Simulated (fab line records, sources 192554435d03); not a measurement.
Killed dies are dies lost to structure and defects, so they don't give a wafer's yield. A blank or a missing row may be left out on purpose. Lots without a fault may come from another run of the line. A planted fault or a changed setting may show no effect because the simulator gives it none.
Which tool did it? | flow n5_finfet | 13 lots, 39 wafers sampled, at 4 steps of a route of 1938

WHAT THE GAUGES READ, wafer by wafer
The record holds no reading of a measuring or inspecting step that can be judged against a usual standard deviation.

WHICH TOOL RAN EACH LOT (tool, then ch and the chambers of the sampled wafers, then the start)
lot  | N5_ILD0_PRECLEAN_10                | N5_PASSIVATION_PRE_CLEAN_19  | N5_PASSIVATION_AL_ETCH_33         | N5_PASSIVATION_PROBE_49
L192 | remote_plasma-02 ch 1, day 3 17:37 | pvd_sputter-02, day 12 14:14 | rie_metal-03 ch 0,1, day 12 15:01 | prober-02, day 12 19:50
L193 | remote_plasma-01 ch 1, day 4 02:19 | pvd_sputter-01, day 12 07:38 | rie_metal-02 ch 0,1, day 12 08:33 | -
L194 | remote_plasma-02 ch 1, day 4 07:42 | pvd_sputter-02, day 13 05:08 | rie_metal-01 ch 0,1, day 13 05:55 | -
L195 | remote_plasma-02 ch 1, day 4 13:13 | pvd_sputter-01, day 13 05:30 | rie_metal-02 ch 0,1, day 13 06:25 | -
L196 | remote_plasma-02 ch 1, day 4 19:19 | pvd_sputter-03, day 13 15:46 | rie_metal-02 ch 0, day 13 16:46   | prober-02, day 13 21:52
L197 | remote_plasma-01 ch 1, day 5 00:55 | pvd_sputter-02, day 13 15:04 | rie_metal-02 ch 0, day 13 15:59   | prober-01, day 13 21:07
L198 | remote_plasma-01 ch 0, day 5 07:43 | pvd_sputter-01, day 14 03:01 | rie_metal-03 ch 0, day 14 03:56   | prober-02, day 14 09:41
L199 | remote_plasma-02 ch 0, day 5 12:09 | pvd_sputter-03, day 14 10:14 | rie_metal-01 ch 0,1, day 14 11:08 | prober-02, day 14 17:08
L200 | remote_plasma-02 ch 0, day 5 18:46 | pvd_sputter-02, day 14 08:09 | rie_metal-03 ch 0, day 14 08:56   | -
L202 | remote_plasma-02 ch 1, day 6 07:48 | pvd_sputter-02, day 15 14:58 | rie_metal-02 ch 0,1, day 15 15:45 | prober-02, day 15 20:37
L205 | remote_plasma-01 ch 1, day 7 00:24 | pvd_sputter-02, day 15 20:07 | rie_metal-03 ch 1, day 15 21:05   | prober-02, day 16 02:19
L213 | remote_plasma-02 ch 0, day 9 01:43 | pvd_sputter-03, day 17 21:23 | rie_metal-03 ch 0,1, day 17 22:15 | -
L214 | remote_plasma-01 ch 1, day 9 08:10 | pvd_sputter-02, day 17 22:43 | rie_metal-01 ch 0,1, day 17 23:43 | -
- N5_ILD0_PRECLEAN_10: cleans in NF3:NH3, afs cycles 5, time 20 s, sublimation time 60 s.
- N5_PASSIVATION_PRE_CLEAN_19
- N5_PASSIVATION_AL_ETCH_33: etches Al in Cl2/BCl3, stops on TaN, target depth 2800 nm, time 466.7 s.
- N5_PASSIVATION_PROBE_49

WHAT THE TOOLS THEMSELVES READ (means of the sampled wafers that have a number; where no wafer has one, the mark that the record gives instead)
N5_PASSIVATION_PRE_CLEAN_19. Usual: heater_power_w 451 W, standard deviation 53.
lot  | tool           | heater_power_w (W) | flag
L192 | pvd_sputter-02 | 427                |
L193 | pvd_sputter-01 | 446                |
L194 | pvd_sputter-02 | 429                |
L195 | pvd_sputter-01 | 452                |
L196 | pvd_sputter-03 | 408                |
L197 | pvd_sputter-02 | 502                |
L198 | pvd_sputter-01 | 463                |
L199 | pvd_sputter-03 | 462                |
L200 | pvd_sputter-02 | 418                |
L202 | pvd_sputter-02 | 482                |
L205 | pvd_sputter-02 | 466                |
L213 | pvd_sputter-03 | 449                |
L214 | pvd_sputter-02 | 438                |

N5_PASSIVATION_AL_ETCH_33. Usual: drypump_motor_current_A 5.8 A, standard deviation 0.32; oes_product_au 0.76 a.u., standard deviation 0.095; throttle_valve_pct 34.1 %, standard deviation 0.38.
lot  | tool         | drypump_motor_current_A (A) | oes_product_au (a.u.) | throttle_valve_pct (%) | flag
L192 | rie_metal-03 | 5.6                         | 0.58                  | 34.2                   |
L193 | rie_metal-02 | 5.7                         | 0.81                  | 33.7                   |
L194 | rie_metal-01 | 5.9                         | 0.80                  | 34.5                   |
L195 | rie_metal-02 | 5.8                         | 0.80                  | 33.7                   |
L196 | rie_metal-02 | 5.9                         | 0.76                  | 33.5                   |
L197 | rie_metal-02 | 5.9                         | 0.77                  | 33.5                   |
L198 | rie_metal-03 | 5.6                         | 0.57                  | 34.3                   |
L199 | rie_metal-01 | 5.8                         | 0.79                  | 34.5                   |
L200 | rie_metal-03 | 5.6                         | 0.57                  | 34.2                   |
L202 | rie_metal-02 | 5.8                         | 0.78                  | 33.7                   |
L205 | rie_metal-03 | 5.6                         | 0.86                  | 34.3                   |
L213 | rie_metal-03 | 5.6                         | 0.83                  | 34.1                   |
L214 | rie_metal-01 | 6.2                         | 0.77                  | 34.3                   |

N5_PASSIVATION_PROBE_49. Usual: killed_at_M0_to_M3 34, standard deviation 12; killed_at_M4_up 12, standard deviation 4.9; killed_at_contacts 13, standard deviation 7.2; killed_at_front_end 39, standard deviation 12; killed_at_other 3.7, standard deviation 2.9; killed_dies 101, standard deviation 18; killed_open 67, standard deviation 14; killed_short 33, standard deviation 7.2.
lot  | tool      | killed_at_M0_to_M3 | killed_at_M4_up | killed_at_contacts | killed_at_front_end | killed_at_other | killed_dies | killed_open | killed_short | flag
L192 | prober-02 | 33                 | 11              | 14                 | 55                  | 2.3             | 116         | 82          | 34           |
L196 | prober-02 | 35                 | 11              | 13                 | 28                  | 0.7             | 87          | 61          | 27           |
L197 | prober-01 | 40                 | 10              | 9                  | 44                  | 2.3             | 104         | 66          | 39           |
L198 | prober-02 | 27                 | 13              | 22                 | 31                  | 3.0             | 96          | 61          | 35           |
L199 | prober-02 | 30                 | 16              | 8                  | 36                  | 2.5             | 92          | 64          | 26           |
L202 | prober-02 | 23                 | 18              | 12                 | 173                 | 2.3             | 229         | 61          | 26           | OFF
L205 | prober-02 | 23                 | 12              | 9                  | 44                  | 2.0             | 90          | 54          | 35           |

THE ANSWER, worked out from the rows above alone
Rule: a lot is off if the mean of its wafers that have a number lies more than 3 standard deviations from the usual mean. A lot without any number at a reading at which 4 lots or more have one is off too. The other lots that the step has rows for count as sound. The gauges are gone through in route order, then the tools' own readings, and for those a lot's mean is taken as printed above. The first step at which some lot is off is used, and at that step the reading that is off furthest; a lot without a number counts as furthest.
Off: L202, at N5_PASSIVATION_PROBE_49 (killed_at_front_end). Neither off nor sound, because the step has no rows for them: L193, L194, L195, L200, L213, L214.
A tool fits if, at that step or a process step before it, it ran every lot that is off, and no sound lot after the first of them. Can't be told from this: 2 tools fit, remote_plasma-02 at N5_ILD0_PRECLEAN_10, rie_metal-02 at N5_PASSIVATION_AL_ETCH_33.

WHAT THE SIMULATOR HAD PUT IN
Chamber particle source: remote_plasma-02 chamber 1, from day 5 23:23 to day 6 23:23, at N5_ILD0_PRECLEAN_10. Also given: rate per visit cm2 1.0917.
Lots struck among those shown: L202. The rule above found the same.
